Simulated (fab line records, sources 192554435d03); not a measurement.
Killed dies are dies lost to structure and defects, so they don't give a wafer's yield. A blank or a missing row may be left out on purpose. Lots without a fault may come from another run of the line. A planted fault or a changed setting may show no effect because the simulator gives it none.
fab line records | flow n5_finfet
record lots=7 wafers=39
route steps=1938 shown ZERO_LAYER@4 FIN_SAQP@138 DUMMY_GATE@215 HKMG_FIN@435
start_h: hours from the record's first day to the start of the lot's first wafer shown | wait_h: hours since the lot's step before | " the same as in the row above | L1.1+2: a row that stands for several wafers | - no value, or no start given | * or withheld: withheld | < > ~ a bound
route shown NAME@n: a module of which the file shows steps, and the number in the route of the first | usual: mean/standard deviation of fault-free wafers | same: alike in all rows | chamber/n: place in a boat | sites: the reading at each site | _std_site: their standard deviation | _edge_site: outer sites' mean less inner sites' | radius_mm: how far each site lies from the wafer's centre | mask NAME#n: copy n | behind: the tool/chamber that last shaped the wafer | hold: why the lot was held/for how many hours/how that ended | device: the transistor (n, p or np) that didn't switch | end of line: the same wafers' tests at the end of the route | a step without rows: its recipe alone | killed: dies lost to structure and defects at the first sort, not the wafer's yield | map: a wafer's dies, x killed, . not, _ none there
set.NAME: the setting as run; set.NAME@STEP: as run at that earlier step | model.NAME: the simulator's own value behind a step, which no gauge read
lots whose settings were changed on purpose; a table a step, a row a wafer
## steps
# step N5_ZERO_LAYER_PECVD_02
# recipe material=SiO2 target_thk_a=100 temp_c=400 precursor=SiH4/N2O pressure_torr=0.75 rf_w=275 time_s=6
# columns lot.wafer tool chamber start_h wait_h set.target_thk_a model.SiO2_of_ZERO_LAYER_PECVD_02.thk_nm
L077.1 pecvd-02 1 30.30 0.0 100 9.781
L077.2 " 0 " " 86.08 8.741
L077.3 " 0 " " 100 10.06
L077.4 " 1 " " 86.08 8.586
L077.5 " 0 " " 100 10.21
L077.6 " 1 " " 86.08 8.672
L079.1 pecvd-04 2 42.28 0.0 100 10
L079.2 " 0 " " 100 9.977
L079.3 " 1 " " 100 9.946
L079.4 " 1 " " 100 10.13
L079.5 " 2 " " 100 10.01
L079.6 " 0 " " 100 10.1
L081.1+2 pecvd-03 2,0 54.30 0.0 110.8 11.22
L081.3 " 1 " " 100 10.01
L081.4 " 0 " " 110.8 11.25
L081.5 " 1 " " 100 10.37
L081.6 " 2 " " 100 10.18
L086.1 pecvd-02 0 84.30 0.0 100 10.04
L086.2 " 1 " " 88.06 8.85
L086.3 " 2 " " 88.06 8.99
L086.4 " 0 " " 100 10.18
L086.5 " 1 " " 100 10.14
L086.6 " 2 " " 88.06 8.923
L092.1 pecvd-03 1 120.28 0.0 100 9.833
L092.2 " 0 " " 85.91 8.444
L092.3 " 2 " " 85.91 8.764
L092.4 " 1 " " 100 9.764
L092.5 " 2 " " 85.91 8.71
L092.6 " 0 " " 100 10.04
L093.1 pecvd-02 2 126.29 0.0 100 9.908
L093.2 " 0 " " 109.7 10.82
L093.3 " 1 " " 109.7 10.76
L093.4 " 0 " " 100 10.29
L093.5 " 2 " " 100 9.965
L093.6 " 1 " " 109.7 11.04
L097.2 pecvd-02 2 150.28 0.0 100 9.548
L097.3 " 1 " " 100 9.579
L097.4 " 0 " " 100 9.666
# step N5_FIN_SAQP_SPACER2_ALD_28
# recipe material=SiO2 target_thk_a=81 temp_c=300 ald_precursor_family=BDEAS ald_co_reactant=O2-plasma pulse_time_s=1 purge_time_s=2 co_reactant_purge_time_s=2 pressure_torr=2
# columns lot.wafer tool chamber start_h wait_h set.target_thk_a model.SiO2_of_FIN_SAQP_SPACER2_ALD_28.thk_nm
L077.1+2+4 ald_sin-04 1,0,3 43.52 0.1 81 8
L077.3+5+6 " 2,2,1 " " 84.92 8.4
L079.1+3+6 ald_sin-02 3,2,3 54.68 0.1 81 8.2
L079.2+4+5 " 1,0,0 " " 70.07 7
L081.1+6 ald_sin-02 3 66.73 0.1 81 8.2
L081.2 " 1 " " 84.89 8.6
L081.3+5 " 0,2 " " 84.89 8.4
L081.4 " 2 " " 81 8
L086.1+3+4 ald_sin-04 2,0,3 99.59 2.5 87.86 8.8
L086.2 " 1 " " 81 8.2
L086.5+6 " 1,2 " " 81 8
L092.1 ald_sin-04 0 133.05 0.1 81 8
L092.2+5+6 " 2,0,3 " " 90.28 9
L092.3+4 " 3,1 " " 81 8.2
L093.1+4+6 ald_sin-04 3,0,1 139.43 0.1 81 8
L093.2+3+5 " 1,0,3 " " 71.29 7
L097.2+3 ald_sin-03 3,2 163.16 0.1 81 8
L097.4 " 0 " " 81 8.2
# step N5_FIN_SAQP_SPACER2_ETCHBACK_29
# recipe chemistry=CHF3/O2 mode=anisotropic_etchback target=SiO2 target_depth_a=122 time_s=6.1 pressure_mtorr=30 source_w=650 bias_w=170 Ar_flow_sccm=200 CHF3_flow_sccm=50 O2_flow_sccm=5 ion_energy_ev=200
# step N5_FIN_SAQP_MANDREL2_REMOVE_60
# recipe chemistry=HBr/Cl2/O2 bt_time_s=10 target=a-Si stop_on=SiNx endpoint=OES-SiCl over_etch_frac=1 icp_w=600 bias_w=22 HBr_flow_sccm=150 Cl2_flow_sccm=80 O2_flow_sccm=5 pressure_mtorr=10
# columns lot.wafer tool chamber start_h wait_h set.target_thk_a@FIN_SAQP_SPACER2_ALD_28 model.FIN_SAQP.cd_nm
L077.1+4 rie_si-06 0 43.95 0.1 81 8.2
L077.2 " 2 " " 81 8
L077.3+5+6 " 2,0,2 " " 84.92 8.4
L079.1+3+6 rie_si-06 2,0,1 55.10 0.1 81 8.2
L079.2+5 " 1,0 " " 70.07 7.2
L079.4 " 2 " " 70.07 7
L081.1+4+6 rie_si-02 0,2,3 67.18 0.1 81 8.2
L081.2+3+5 " 3,1,2 " " 84.89 8.6
L086.1+3+4 rie_si-05 2,1,3 100.01 0.1 87.86 8.8
L086.2 " 0 " " 81 8
L086.5+6 " 2,3 " " 81 8.2
L092.1+3+4 rie_si-02 0,1,2 133.47 0.1 81 8.2
L092.2 " 3 " " 90.28 9
L092.5+6 " 3,2 " " 90.28 9.2
L093.1+4+6 rie_si-06 1,2,2 139.97 0.1 81 8
L093.2+5 " 3 " " 71.29 7
L093.3 " 0 " " 71.29 7.2
L097.2+3+4 rie_si-05 2,1,3 163.72 0.1 81 8.2
# step N5_FIN_SAQP_CD_MEAS_31
# recipe target_cd_nm=8 landing_energy_ev=1000 detector=se_inlens polarity=line
# usual cd_nm=8.13/0.22
# columns lot.wafer tool chamber start_h wait_h set.target_thk_a@FIN_SAQP_SPACER2_ALD_28 cd_nm
L077.1 cd_sem-01 0 44.10 0.1 81 8.01
L077.2 " 0 " " 81 8.20
L077.3 " 0 " " 84.92 8.55
L077.4 " 0 " " 81 8.36
L077.5 " 0 " " 84.92 8.68
L077.6 " 0 " " 84.92 9.01
L079.1 cd_sem-03 0 55.21 0.1 81 8.31
L079.2 " 0 " " 70.07 7.26
L079.3 " 0 " " 81 8.32
L079.4 " 0 " " 70.07 6.75
L079.5 " 0 " " 70.07 7.48
L079.6 " 0 " " 81 8.22
L081.1 cd_sem-02 0 67.29 0.1 81 8.50
L081.2 " 0 " " 84.89 8.73
L081.3 " 0 " " 84.89 8.72
L081.4 " 0 " " 81 8.27
L081.5 " 0 " " 84.89 8.48
L081.6 " 0 " " 81 8.11
L086.1 cd_sem-01 0 100.12 0.1 87.86 9.05
L086.2 " 0 " " 81 8.37
L086.3 " 0 " " 87.86 8.90
L086.4 " 0 " " 87.86 9.04
L086.5 " 0 " " 81 8.61
L086.6 " 0 " " 81 8.13
L092.1 cd_sem-03 0 133.58 0.1 81 8.21
L092.2 " 0 " " 90.28 9.07
L092.3 " 0 " " 81 8.13
L092.4 " 0 " " 81 8.49
L092.5 " 0 " " 90.28 8.89
L092.6 " 0 " " 90.28 8.96
L093.1 cd_sem-02 0 140.08 0.1 81 7.96
L093.2 " 0 " " 71.29 7.36
L093.3 " 0 " " 71.29 7.27
L093.4 " 0 " " 81 8.38
L093.5 " 0 " " 71.29 6.95
L093.6 " 0 " " 81 8.11
L097.2 cd_sem-02 0 163.84 0.1 81 7.84
L097.3 " 0 " " 81 8.44
L097.4 " 0 " " 81 8.14
# step N5_FIN_SAQP_HM_OPEN_33
# recipe chemistry=CH3F/O2 target=SiNx mask_material=SiO2 target_depth_a=494 time_s=70.6 pressure_mtorr=30 source_w=395 bias_w=73 Ar_flow_sccm=150 CH3F_flow_sccm=30 O2_flow_sccm=20 ion_energy_ev=120 ends=cleared
# columns lot.wafer tool chamber start_h wait_h set.target_thk_a@FIN_SAQP_SPACER2_ALD_28 model.FIN_SAQP.cd_nm
L077.1+4 rie_diel-03 1,0 44.14 0.0 81 8.2
L077.2 " 3 " " 81 8
L077.3+6 " 2,3 " " 84.92 8.6
L077.5 " 2 " " 84.92 8.4
L079.1+3+6 rie_diel-05 2,3,3 55.26 0.0 81 8.2
L079.2+5 " 1,2 " " 70.07 7.2
L079.4 " 0 " " 70.07 7
L081.1+4+6 rie_diel-05 3,1,0 67.48 0.2 81 8.2
L081.2 " 0 " " 84.89 8.4
L081.3+5 " 2,3 " " 84.89 8.6
L086.1 rie_diel-03 3 100.19 0.1 87.86 9
L086.2+5 " 0 " " 81 8
L086.3+4 " 2,1 " " 87.86 8.8
L086.6 " 3 " " 81 8.2
L092.1+3+4 rie_diel-04 0,1,2 133.63 0.0 81 8.2
L092.2+5 " 2,1 " " 90.28 9.2
L092.6 " 0 " " 90.28 9.4
L093.1+4+6 rie_diel-03 3,0,2 140.13 0.0 81 8
L093.2+5 " 0,3 " " 71.29 7
L093.3 " 2 " " 71.29 7.2
L097.2+3 rie_diel-04 1,3 163.88 0.0 81 8.2
L097.4 " 1 " " 81 8
# step N5_FIN_SAQP_ETCH_34
# recipe chemistry=C4F6/O2 target=SiO2 target_depth_a=450 time_s=15 ion_energy_ev=250 pressure_mtorr=30 source_w=345 bias_w=185 Ar_flow_sccm=300 C4F6_flow_sccm=10 O2_flow_sccm=10 ends=cleared
# step N5_FIN_SAQP_STRIP_77
# recipe chemistry=N2/H2 time_s=90 power_w=100 temp_c=40 pressure_mtorr=100 rf_frequency_hz=6e+07 bias_power_w=3 n2_flow_sccm=300 h2_flow_sccm=300
# step N5_FIN_SAQP_HM_CD_35
# recipe target_cd_nm=8 polarity=line
# usual cd_nm=8.17/0.23
# columns lot.wafer tool chamber start_h wait_h set.target_thk_a@FIN_SAQP_SPACER2_ALD_28 cd_nm
L077.1 cd_sem-01 - 44.36 0.1 81 8.44
L077.2 " - " " 81 8.32
L077.3 " - " " 84.92 8.53
L077.4 " - " " 81 8.04
L077.5 " - " " 84.92 8.68
L077.6 " - " " 84.92 8.33
L079.1 cd_sem-03 - 55.48 0.1 81 8.04
L079.2 " - " " 70.07 7.00
L079.3 " - " " 81 8.76
L079.4 " - " " 70.07 7.32
L079.5 " - " " 70.07 7.27
L079.6 " - " " 81 8.20
L081.1 cd_sem-01 - 67.69 0.1 81 8.22
L081.2 " - " " 84.89 8.54
L081.3 " - " " 84.89 8.40
L081.4 " - " " 81 7.99
L081.5 " - " " 84.89 8.70
L081.6 " - " " 81 8.52
L086.1 cd_sem-01 - 100.41 0.1 87.86 9.26
L086.2 " - " " 81 8.36
L086.3 " - " " 87.86 8.60
L086.4 " - " " 87.86 8.94
L086.5 " - " " 81 8.13
L086.6 " - " " 81 8.12
L092.1 cd_sem-01 - 133.84 0.1 81 8.25
L092.2 " - " " 90.28 9.45
L092.3 " - " " 81 7.98
L092.4 " - " " 81 8.41
L092.5 " - " " 90.28 9.39
L092.6 " - " " 90.28 9.15
L093.1 cd_sem-03 - 140.35 0.1 81 8.00
L093.2 " - " " 71.29 6.99
L093.3 " - " " 71.29 7.14
L093.4 " - " " 81 7.94
L093.5 " - " " 71.29 6.84
L093.6 " - " " 81 8.16
L097.2 cd_sem-02 - 164.19 0.1 81 8.41
L097.3 " - " " 81 8.55
L097.4 " - " " 81 8.32
# step N5_FIN_SAQP_ETCH_64
# recipe chemistry=CF4 target=SiO2 target_depth_a=15 ion_energy_ev=350 pressure_mtorr=10 icp_w=800 bias_w=400 cf4_flow_sccm=80
# columns lot.wafer tool chamber start_h wait_h set.target_thk_a@FIN_SAQP_SPACER2_ALD_28 model.FIN_SAQP.cd_nm
L077.1 rie_si-05 1 44.41 0.0 81 8.4
L077.2 " 3 " " 81 8
L077.3+5 " 0,3 " " 84.92 8.6
L077.4 " 1 " " 81 8.2
L077.6 " 0 " " 84.92 8.4
L079.1 rie_si-05 3 55.53 0.0 81 8.2
L079.2+4+5 " 0,2,0 " " 70.07 7.2
L079.3+6 " 1,3 " " 81 8.4
L081.1 rie_si-05 3 67.74 0.0 81 8.4
L081.2 " 2 " " 84.89 8.4
L081.3+5 " 1,2 " " 84.89 8.6
L081.4+6 " 0,1 " " 81 8.2
L086.1+4 rie_si-06 0,2 100.46 0.0 87.86 9
L086.2+5 " 2,1 " " 81 8
L086.3 " 1 " " 87.86 8.8
L086.6 " 0 " " 81 8.2
L092.1 rie_si-05 1 133.89 0.0 81 8.4
L092.2+5 " 3,1 " " 90.28 9.2
L092.3+4 " 0,2 " " 81 8.2
L092.6 " 2 " " 90.28 9.4
L093.1+4 rie_si-05 0,1 140.40 0.0 81 8
L093.2+5 " 3,2 " " 71.29 7
L093.3 " 2 " " 71.29 7.2
L093.6 " 3 " " 81 8.2
L097.2 rie_si-02 1 164.24 0.0 81 8
L097.3 " 3 " " 81 8.4
L097.4 " 0 " " 81 8.2
# step N5_FIN_SAQP_FIN_ETCH_36
# recipe chemistry=HBr/Cl2/O2 target_depth_a=1200 mask_material=SiNx time_s=50.4 bias_w=102 pressure_mtorr=10 icp_w=800 HBr_flow_sccm=150 Cl2_flow_sccm=80 O2_flow_sccm=12
# columns lot.wafer tool chamber start_h wait_h set.target_thk_a@FIN_SAQP_SPACER2_ALD_28 model.FIN_SAQP.cd_nm
L077.1+4 rie_si-05 1 44.43 0.0 81 8.2
L077.2 " 3 " " 81 8
L077.3+5 " 0,3 " " 84.92 8.6
L077.6 " 0 " " 84.92 8.4
L079.1+6 rie_si-05 3 55.55 0.0 81 8.2
L079.2+4+5 " 0,2,0 " " 70.07 7.2
L079.3 " 1 " " 81 8.4
L081.1+4+6 rie_si-05 3,0,1 67.76 0.0 81 8.2
L081.2+3 " 2,1 " " 84.89 8.4
L081.5 " 2 " " 84.89 8.6
L086.1+4 rie_si-06 0,2 100.48 0.0 87.86 9
L086.2+5 " 2,1 " " 81 8
L086.3 " 1 " " 87.86 8.8
L086.6 " 0 " " 81 8.2
L092.1+3 rie_si-05 1,0 133.91 0.0 81 8.2
L092.2+5 " 3,1 " " 90.28 9.2
L092.4 " 2 " " 81 8.4
L092.6 " 2 " " 90.28 9.4
L093.1+4 rie_si-05 0,1 140.42 0.0 81 8
L093.2 " 3 " " 71.29 7
L093.3 " 2 " " 71.29 7.2
L093.5 " 2 " " 71.29 6.8
L093.6 " 3 " " 81 8.2
L097.2+3+4 rie_si-02 1,3,0 164.26 0.0 81 8.2
# step N5_FIN_SAQP_CD_MEAS_37
# recipe target_cd_nm=8 polarity=line
# usual cd_nm=8.14/0.24
# columns lot.wafer tool chamber start_h wait_h set.target_thk_a@FIN_SAQP_SPACER2_ALD_28 cd_nm
L077.1 cd_sem-02 - 44.55 0.1 81 8.40
L077.2 " - " " 81 8.43
L077.3 " - " " 84.92 8.79
L077.4 " - " " 81 8.09
L077.5 " - " " 84.92 8.52
L077.6 " - " " 84.92 8.36
L079.1 cd_sem-02 - 55.67 0.1 81 8.30
L079.2 " - " " 70.07 6.98
L079.3 " - " " 81 8.62
L079.4 " - " " 70.07 7.22
L079.5 " - " " 70.07 7.28
L079.6 " - " " 81 8.10
L081.1 cd_sem-02 - 67.88 0.1 81 8.15
L081.2 " - " " 84.89 8.26
L081.3 " - " " 84.89 8.69
L081.4 " - " " 81 8.14
L081.5 " - " " 84.89 8.59
L081.6 " - " " 81 8.14
L086.1 cd_sem-01 - 100.60 0.1 87.86 9.31
L086.2 " - " " 81 7.90
L086.3 " - " " 87.86 8.72
L086.4 " - " " 87.86 8.86
L086.5 " - " " 81 8.13
L086.6 " - " " 81 8.08
L092.1 cd_sem-01 - 134.03 0.1 81 8.43
L092.2 " - " " 90.28 8.99
L092.3 " - " " 81 8.11
L092.4 " - " " 81 8.18
L092.5 " - " " 90.28 9.30
L092.6 " - " " 90.28 9.05
L093.1 cd_sem-03 - 140.55 0.1 81 7.86
L093.2 " - " " 71.29 6.89
L093.3 " - " " 71.29 6.90
L093.4 " - " " 81 8.17
L093.5 " - " " 71.29 7.01
L093.6 " - " " 81 8.11
L097.2 cd_sem-01 - 164.38 0.1 81 8.10
L097.3 " - " " 81 8.52
L097.4 " - " " 81 7.85
# step N5_DUMMY_GATE_CVD_03
# recipe material=a-Si target_thk_a=1500 temp_c=530 precursor=SiH4 time_s=8042
# columns lot.wafer tool chamber start_h wait_h set.target_thk_a model.a-Si_of_DUMMY_GATE_CVD_03.thk_nm
L077.1+3 - - - 0.1 1500 151
L077.2 " - " " 1500 150.8
L077.4 " - " " 1500 152
L077.5 " - " " 1500 151.2
L077.6 " - " " 1500 150
L079.1+4 - - - 0.1 1606 159
L079.2 " - " " 1606 159.2
L079.3 " - " " 1606 160.2
L079.5 " - " " 1606 159.8
L079.6 " - " " 1606 160
L081.1 - - - 0.1 1388 140
L081.2 " - " " 1388 138.6
L081.3+5 " - " " 1388 139.4
L081.4 " - " " 1388 139.2
L081.6 " - " " 1388 138.8
L086.1 - - - 0.1 1304 132.4
L086.2 " - " " 1304 131.2
L086.3 " - " " 1304 131.4
L086.4 " - " " 1304 132.2
L086.5 " - " " 1304 132.6
L086.6 " - " " 1304 130.8
L092.1+3 - - - 0.1 1500 152.2
L092.2 " - " " 1500 151.2
L092.4 " - " " 1500 152
L092.5 " - " " 1500 152.8
L092.6 " - " " 1500 151.8
L093.1 - - - 0.1 1321 132.2
L093.2 " - " " 1321 132.6
L093.3+4 " - " " 1321 132.8
L093.5 " - " " 1321 133
L093.6 " - " " 1321 132.4
L097.2 lpcvd-02 0/20 175.59 0.1 1500 150.6
L097.3 " 0/25 " " 1500 149.8
L097.4 " 0/29 " " 1500 150.4
# step N5_DUMMY_GATE_ETCH_31
# recipe chemistry=C4F6/O2 target=SiO2 mask_material=SOC target_depth_a=825 time_s=27.5 ion_energy_ev=250 pressure_mtorr=30 source_w=345 bias_w=185 Ar_flow_sccm=300 C4F6_flow_sccm=10 O2_flow_sccm=10
# columns lot.wafer tool chamber start_h wait_h set.target_depth_a model.etch.depth_nm model.SOC_of_DUMMY_GATE_COAT_34.thk_nm
L077.1 rie_diel-02 3 66.90 0.0 864.8 87.33 51.2
L077.2 " 2 " " 825 81.27 51.8
L077.3 " 1 " " 825 82.42 51.6
L077.4 " 0 " " 864.8 86.75 51.2
L077.5 " 2 " " 864.8 84.74 51.4
L077.6 " 3 " " 825 83.06 51.6
L079.1 rie_diel-01 0 76.88 0.0 825 83.2 51.8
L079.2 " 1 " " 825 81.53 52
L079.3 " 2 " " 866.2 85.95 51.8
L079.4 " 3 " " 825 81.35 52.2
L079.5 " 0 " " 866.2 87.18 51.6
L079.6 " 3 " " 866.2 86.11 51.4
L081.1 rie_diel-02 3 88.60 0.2 825 82.19 51.6
L081.2 " 2 " " 870.7 85.21 51.2
L081.3 " 0 " " 825 82.32 51.6
L081.4 " 1 " " 825 82.11 51.6
L081.5 " 2 " " 870.7 85.79 51.2
L081.6 " 1 " " 870.7 86.44 51.2
L086.1 rie_diel-06 3 121.24 0.1 825 82.72 51.8
L086.2 " 2 " " 825 84.28 51.6
L086.3 " 0 " " 825 82.75 51.6
L086.4 " 1 " " 825 84.27 51.4
L086.5 " 1 " " 825 84.04 51.6
L086.6 " 0 " " 825 82.44 51.8
L092.1 rie_diel-01 2 153.96 0.1 788.4 78.17 52
L092.2 " 3 " " 788.4 78.94 51.8
L092.3 " 0 " " 825 83 51.6
L092.4 " 1 " " 788.4 78 52.2
L092.5 " 1 " " 825 81.87 51.6
L092.6 " 0 " " 825 82.15 51.6
L093.1 rie_diel-01 1 161.31 0.1 919.5 91.29 50.8
L093.2 " 0 " " 919.5 92.24 51
L093.3 " 2 " " 825 81.63 51.6
L093.4 " 3 " " 825 83.58 51.8
L093.5 " 1 " " 919.5 90.44 51
L093.6 " 2 " " 825 81.81 51.8
L097.2 rie_diel-02 0 184.41 0.0 825 83.65 51.6
L097.3 " 2 " " 825 82.78 51.6
L097.4 " 1 " " 825 83.37 51.4
# step N5_HKMG_FIN_ETCH_32
# recipe chemistry=N2/H2 target=SOC target_depth_a=2400 temp_c=40 time_s=300 ion_energy_ev=200 mask_material=SiARC pressure_mtorr=30 source_w=840 bias_w=150 n2_flow_sccm=200 h2_flow_sccm=200
# usual rf_vpp_V=523.9/2.1
# columns lot.wafer tool chamber start_h wait_h set.source_w rf_vpp_V model.etch.depth_nm model.HKMG_FIN.feature_depth_nm
L077.1 rie_diel-03 0 94.66 0.0 840 523.3 242.3 242.4
L077.2 " 1 " " 986.1 494.8 267.2 267.2
L077.3 " 2 " " 986.1 499.1 268.4 268.4
L077.4 " 3 " " 840 525.4 240 240
L077.5 " 2 " " 986.1 497.9 267.9 268
L077.6 " 1 " " 840 523.2 232.7 232.6
L079.1 rie_diel-03 3 104.84 0.0 840 524.8 240.4 240.4
L079.2 " 2 " " 790.7 538.1 227.1 227
L079.3 " 0 " " 790.7 536.1 232.4 232.4
L079.4 " 1 " " 840 522.0 232.8 232.8
L079.5 " 1 " " 840 522.7 232.6 232.6
L079.6 " 2 " " 790.7 537.8 226.6 226.6
L081.1 rie_diel-04 3 118.22 0.0 840 520.4 232.9 233
L081.2 " 1 " " 840 522.8 241.9 242
L081.3 " 0 " " 840 526.2 240.4 240.4
L081.4 " 2 " " 840 523.8 235.8 235.8
L081.5 " 0 " " 840 526.7 239.7 239.8
L081.6 " 1 " " 840 524.1 243.3 243.2
L086.1 rie_diel-05 1 150.07 0.0 840 522.6 234 234
L086.2 " 0 " " 840 522.4 239.1 239
L086.3 " 3 " " 840 526.8 238.3 238.4
L086.4 " 2 " " 840 521.6 243.2 243.2
L086.5 " 0 " " 840 523.0 242.5 242.4
L086.6 " 1 " " 840 524.3 233.2 233.2
L092.1 rie_diel-04 2 181.61 0.0 939.8 504.1 265.4 265.4
L092.2 " 1 " " 840 523.2 238.6 238.6
L092.3 " 3 " " 939.8 501.0 252.4 252.4
L092.4 " 2 " " 840 522.8 243.1 243.2
L092.5 " 1 " " 939.8 505.2 261.9 262
L092.6 " 3 " " 840 519.5 230.9 231
L093.1 rie_diel-05 0 188.30 0.0 925.2 506.9 263.5 263.6
L093.2 " 2 " " 840 522.7 242.6 242.6
L093.3 " 3 " " 925.2 508.7 258.5 258.4
L093.4 " 3 " " 840 525.7 238.7 238.6
L093.5 " 2 " " 925.2 503.3 265.7 265.8
L093.6 " 0 " " 840 521.5 244.3 244.2
L097.2 rie_diel-04 3 211.95 0.0 840 528.9 244.1 244.2
L097.3 " 1 " " 840 523.7 238.6 238.6
L097.4 " 0 " " 840 525.1 243.8 243.8
## key
split step=N5_ZERO_LAYER_PECVD_02 setting=target_thk_a stated=100 by=wafer
response step=N5_ZERO_LAYER_PECVD_02 reading=model.SiO2_of_ZERO_LAYER_PECVD_02.thk_nm change=+0.0938 per=1% r=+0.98
split step=N5_FIN_SAQP_SPACER2_ALD_28 setting=target_thk_a stated=81 by=wafer
response step=N5_FIN_SAQP_SPACER2_ALD_28 reading=model.SiO2_of_FIN_SAQP_SPACER2_ALD_28.thk_nm change=+0.0832 per=1% r=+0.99
response step=N5_FIN_SAQP_MANDREL2_REMOVE_60 reading=model.FIN_SAQP.cd_nm change=+0.0785 per=1% r=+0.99
response step=N5_FIN_SAQP_CD_MEAS_31 reading=cd_nm change=+0.0768 per=1% r=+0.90
response step=N5_FIN_SAQP_HM_OPEN_33 reading=model.FIN_SAQP.cd_nm change=+0.0836 per=1% r=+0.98
response step=N5_FIN_SAQP_HM_CD_35 reading=cd_nm change=+0.086 per=1% r=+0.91
response step=N5_FIN_SAQP_ETCH_64 reading=model.FIN_SAQP.cd_nm change=+0.0851 per=1% r=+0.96
response step=N5_FIN_SAQP_FIN_ETCH_36 reading=model.FIN_SAQP.cd_nm change=+0.0855 per=1% r=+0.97
response step=N5_FIN_SAQP_CD_MEAS_37 reading=cd_nm change=+0.0872 per=1% r=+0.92
split step=N5_DUMMY_GATE_CVD_03 setting=target_thk_a stated=1500 by=lot
response step=N5_DUMMY_GATE_CVD_03 reading=model.a-Si_of_DUMMY_GATE_CVD_03.thk_nm change=+1.44 per=1% r=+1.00
split step=N5_DUMMY_GATE_ETCH_31 setting=target_depth_a stated=825 by=wafer
response step=N5_DUMMY_GATE_ETCH_31 reading=model.etch.depth_nm change=+0.791 per=1% r=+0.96
response step=N5_DUMMY_GATE_ETCH_31 reading=model.SOC_of_DUMMY_GATE_COAT_34.thk_nm change=-0.0743 per=1% r=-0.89
split step=N5_HKMG_FIN_ETCH_32 setting=source_w stated=840 by=wafer
response step=N5_HKMG_FIN_ETCH_32 reading=rf_vpp_V change=-1.61 per=1% r=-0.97
response step=N5_HKMG_FIN_ETCH_32 reading=model.etch.depth_nm change=+1.77 per=1% r=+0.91
response step=N5_HKMG_FIN_ETCH_32 reading=model.HKMG_FIN.feature_depth_nm change=+1.77 per=1% r=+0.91
